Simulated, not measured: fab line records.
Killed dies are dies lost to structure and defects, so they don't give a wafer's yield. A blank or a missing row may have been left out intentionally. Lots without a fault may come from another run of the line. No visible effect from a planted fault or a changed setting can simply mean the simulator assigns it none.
Which of the tools did it? | flow nandHarc | 72 wafers from 24 lots sampled at 3 of the route's 1302 steps

## WHAT THE GAUGES SHOWED, per wafer
NHARC_A_CHANNEL_HOLE_D1_CD_MEAS_30. Usual: cdNm 90.7 nm, standard deviation 1.3.
lot  | measured     | on       | cdNm (nm)      | flag
L074 | day 8 16:17  | cdSem-01 | 89.3 89.9 90.1 | 
L075 | day 9 05:28  | cdSem-01 | 91.7 91.3 92.1 | 
L076 | day 9 16:20  | cdSem-01 | 93.1 88.6 89.6 | 
L077 | day 9 23:44  | cdSem-01 | 91.1 91.8 91.3 | 
L078 | day 10 00:01 | cdSem-03 | 89.4 88.7 88.2 | 
L079 | day 10 16:05 | cdSem-03 | 90.2 91.1 90.6 | 
L080 | day 11 11:01 | cdSem-01 | 92.6 93.4 91.4 | 
L081 | day 11 23:33 | cdSem-03 | 91.1 90.8 91.8 | 
L082 | day 12 03:40 | cdSem-03 | 90.5 92.2 90.2 | 
L083 | day 12 15:50 | cdSem-01 | 90.2 92.1 89.0 | 
L084 | day 12 22:02 | cdSem-01 | 91.9 91.2 91.4 | 
L085 | day 13 02:20 | cdSem-01 | 91.6 92.3 91.8 | 
L086 | day 13 17:03 | cdSem-02 | 90.1 88.8 91.2 | 
L087 | day 14 04:28 | cdSem-02 | 89.0 89.6 91.3 | 
L088 | day 14 15:35 | cdSem-03 | 91.8 90.6 91.5 | 
L089 | day 15 00:06 | cdSem-02 | 91.4 91.5 92.5 | 
L090 | day 15 16:26 | cdSem-01 | 89.8 90.0 89.2 | 
L091 | day 16 01:00 | cdSem-02 | 89.7 90.3 88.7 | 
L092 | day 16 03:53 | cdSem-03 | 89.8 90.5 89.3 | 
L093 | day 16 20:10 | cdSem-01 | 89.3 89.0 89.8 | 
L094 | day 17 09:04 | cdSem-02 | 91.3 92.1 90.7 | 
L095 | day 17 13:14 | cdSem-01 | 90.1 90.7 90.6 | 
L096 | day 17 21:30 | cdSem-02 | 91.1 90.1 88.2 | 
L097 | day 18 13:22 | cdSem-03 | 87.9 90.0 89.1 | 

NHARC_A_CHANNEL_HOLE_D2_CD_MEAS_18. Usual: cdNm 100.5 nm, standard deviation 2.
lot  | measured     | on       | cdNm (nm)         | flag
L074 | day 13 01:19 | cdSem-01 | 103.0 101.6 101.9 | 
L075 | day 13 11:43 | cdSem-03 | 98.7 100.2 100.3  | 
L076 | day 14 11:53 | cdSem-02 | 97.3 98.8 99.7    | 
L077 | day 14 11:10 | cdSem-01 | 101.1 101.9 101.2 | 
L078 | day 14 09:59 | cdSem-02 | 99.2 100.4 101.7  | 
L079 | day 14 21:37 | cdSem-03 | 104.1 105.1 99.4  | 
L080 | day 15 15:14 | cdSem-01 | 99.0 99.5 98.7    | 
L081 | day 16 06:56 | cdSem-01 | 100.6 100.5 98.8  | 
L082 | day 16 05:07 | cdSem-02 | 103.3 101.7 98.4  | 
L083 | day 17 07:45 | cdSem-01 | 101.4 100.5 102.1 | 
L084 | day 17 07:35 | cdSem-02 | 100.6 100.2 100.1 | 
L085 | day 17 09:34 | cdSem-03 | 97.5 99.0 99.9    | 
L086 | day 18 00:34 | cdSem-01 | 96.9 100.2 98.3   | 
L087 | day 18 15:44 | cdSem-02 | 98.0 101.2 102.5  | 
L088 | day 19 01:32 | cdSem-02 | 101.7 98.3 100.7  | 
L089 | day 19 02:40 | cdSem-03 | 99.1 101.3 102.7  | 
L090 | day 20 00:35 | cdSem-03 | 103.0 102.8 102.5 | 
L091 | day 20 09:39 | cdSem-02 | 98.7 100.8 97.9   | 
L092 | day 20 09:48 | cdSem-03 | 97.4 104.6 100.9  | 
L093 | day 21 06:03 | cdSem-01 | 103.2 99.5 97.8   | 
L094 | day 21 21:10 | cdSem-03 | 103.4 102.2 101.1 | 
L095 | day 21 21:07 | cdSem-01 | 100.8 100.3 99.6  | 
L096 | day 22 11:22 | cdSem-02 | 98.6 98.9 103.2   | 
L097 | day 22 23:20 | cdSem-01 | 103.3 101.7 100.2 | 

## WHAT TOOL EACH LOT RAN ON (gives the tool, then ch and the chambers of the sampled wafers, and finally the start)
lot  | NHARC_A_CHANNEL_HOLE_D2_ETCH_34
L074 | rieDiel-01 ch 0,1, day 13 01:19 or earlier
L075 | rieDiel-01 ch 2,3, day 13 11:43 or earlier
L076 | rieDiel-10 ch 2,3, day 14 11:53 or earlier
L077 | rieDiel-06 ch 0,2, day 14 11:10 or earlier
L078 | rieDiel-01 ch 0,1,2, day 14 09:59 or earlier
L079 | rieDiel-06 ch 1,2, day 14 21:37 or earlier
L080 | rieDiel-10 ch 0,1,2, day 15 15:14 or earlier
L081 | rieDiel-06 ch 0,1,3, day 16 06:56 or earlier
L082 | rieDiel-01 ch 0,1,2, day 16 05:07 or earlier
L083 | rieDiel-01 ch 0,1,3, day 17 07:45 or earlier
L084 | rieDiel-10 ch 1,2,3, day 17 07:35 or earlier
L085 | rieDiel-06 ch 1,3, day 17 09:34 or earlier
L086 | rieDiel-06 ch 1,2,3, day 18 00:34 or earlier
L087 | rieDiel-06 ch 0,1, day 18 15:44 or earlier
L088 | rieDiel-06 ch 1,2,3, day 19 01:32 or earlier
L089 | rieDiel-01 ch 1,2,3, day 19 02:40 or earlier
L090 | rieDiel-06 ch 1,2,3, day 20 00:35 or earlier
L091 | rieDiel-01 ch 1,2,3, day 20 09:39 or earlier
L092 | rieDiel-10 ch 0,1, day 20 09:48 or earlier
L093 | rieDiel-10 ch 0,1,3, day 21 06:03 or earlier
L094 | rieDiel-06 ch 0,2, day 21 21:10 or earlier
L095 | rieDiel-01 ch 0,1, day 21 21:07 or earlier
L096 | rieDiel-10 ch 1,2, day 22 11:22 or earlier
L097 | rieDiel-01 ch 0,3, day 22 23:20 or earlier
- NHARC_A_CHANNEL_HOLE_D2_ETCH_34: etches the open film in CF4/CHF3, target depth 154 nm, time 77 s.

## WHAT THE TOOLS THEMSELVES READ (means of the sampled wafers that have a number; where no wafer has one, the mark that the record gives instead)
NHARC_A_CHANNEL_HOLE_D2_ETCH_34. Usual: drypumpMotorCurrentA 5.6 A, standard deviation 0.42; oesProductAu 0.961 a.u., standard deviation 0.017; rfVppV 370.1 V, standard deviation 2.1; showerheadPlenumPTorr 1.56 Torr, standard deviation 0.057; throttleValvePct 16.801 %, standard deviation 0.011.
lot  | tool       | drypumpMotorCurrentA (A) | oesProductAu (a.u.) | rfVppV (V) | showerheadPlenumPTorr (Torr) | throttleValvePct (%) | flag
L074 | rieDiel-01 | 5.2                      | 0.950               | 368.6      | 1.52                         | 16.801               | 
L075 | rieDiel-01 | 6.1                      | 0.970               | 372.4      | 1.63                         | 16.802               | 
L076 | rieDiel-10 | 5.5                      | 0.977               | 369.7      | 1.51                         | 16.801               | 
L077 | rieDiel-06 | 5.2                      | 0.970               | 367.9      | 1.52                         | 16.807               | 
L078 | rieDiel-01 | 5.5                      | 0.977               | 370.5      | 1.57                         | 16.814               | 
L079 | rieDiel-06 | 5.6                      | 0.967               | 367.9      | 1.51                         | 16.797               | 
L080 | rieDiel-10 | 5.6                      | 0.930               | 372.3      | 1.62                         | 16.804               | 
L081 | rieDiel-06 | 5.5                      | 0.925               | 368.4      | 1.53                         | 16.810               | 
L082 | rieDiel-01 | 5.5                      | 0.943               | 369.6      | 1.57                         | 16.809               | 
L083 | rieDiel-01 | 5.6                      | 0.971               | 369.7      | 1.56                         | 16.800               | 
L084 | rieDiel-10 | 5.5                      | 0.972               | 370.1      | 1.57                         | 16.803               | 
L085 | rieDiel-06 | 5.8                      | 0.951               | 367.9      | 1.52                         | 16.805               | 
L086 | rieDiel-06 | 5.8                      | 0.960               | 369.6      | 1.52                         | 16.796               | 
L087 | rieDiel-06 | 5.4                      | 0.956               | 369.2      | 1.51                         | 16.807               | 
L088 | rieDiel-06 | 5.8                      | 0.960               | 368.8      | 1.52                         | 16.799               | 
L089 | rieDiel-01 | 5.9                      | 0.966               | 370.5      | 1.59                         | 16.820               | 
L090 | rieDiel-06 | 5.8                      | 0.976               | 368.6      | 1.52                         | 16.809               | 
L091 | rieDiel-01 | 5.8                      | 0.921               | 371.4      | 1.59                         | 16.805               | 
L092 | rieDiel-10 | 5.8                      | 0.966               | 373.8      | 1.66                         | 16.801               | 
L093 | rieDiel-10 | 5.7                      | 0.973               | 371.5      | 1.60                         | 16.804               | 
L094 | rieDiel-06 | 4.9                      | 0.955               | 368.1      | 1.52                         | 16.802               | 
L095 | rieDiel-01 | 5.3                      | 0.967               | 368.7      | 1.52                         | 16.798               | 
L096 | rieDiel-10 | 5.4                      | 0.972               | 371.2      | 1.59                         | 16.805               | 
L097 | rieDiel-01 | 5.5                      | 0.956               | 370.8      | 1.56                         | 16.801               | 

## THE ANSWER, worked out from the rows above alone
Rule: a lot is off if the mean of its wafers that have a number lies more than 3 standard deviations from the usual mean. Also off: a lot with no number at a reading for which 4 or more lots have one. All remaining lots with rows at the step are treated as sound. First the gauges in route order, then the tools' own readings, where a lot's mean is used as printed above. The first step at which some lot is off is used, and at that step the reading that is off furthest; a lot without a number counts as furthest.
No lot is off on any of the readings shown, so nothing can be concluded from this.

## WHAT HAD BEEN PUT IN BY THE SIMULATOR
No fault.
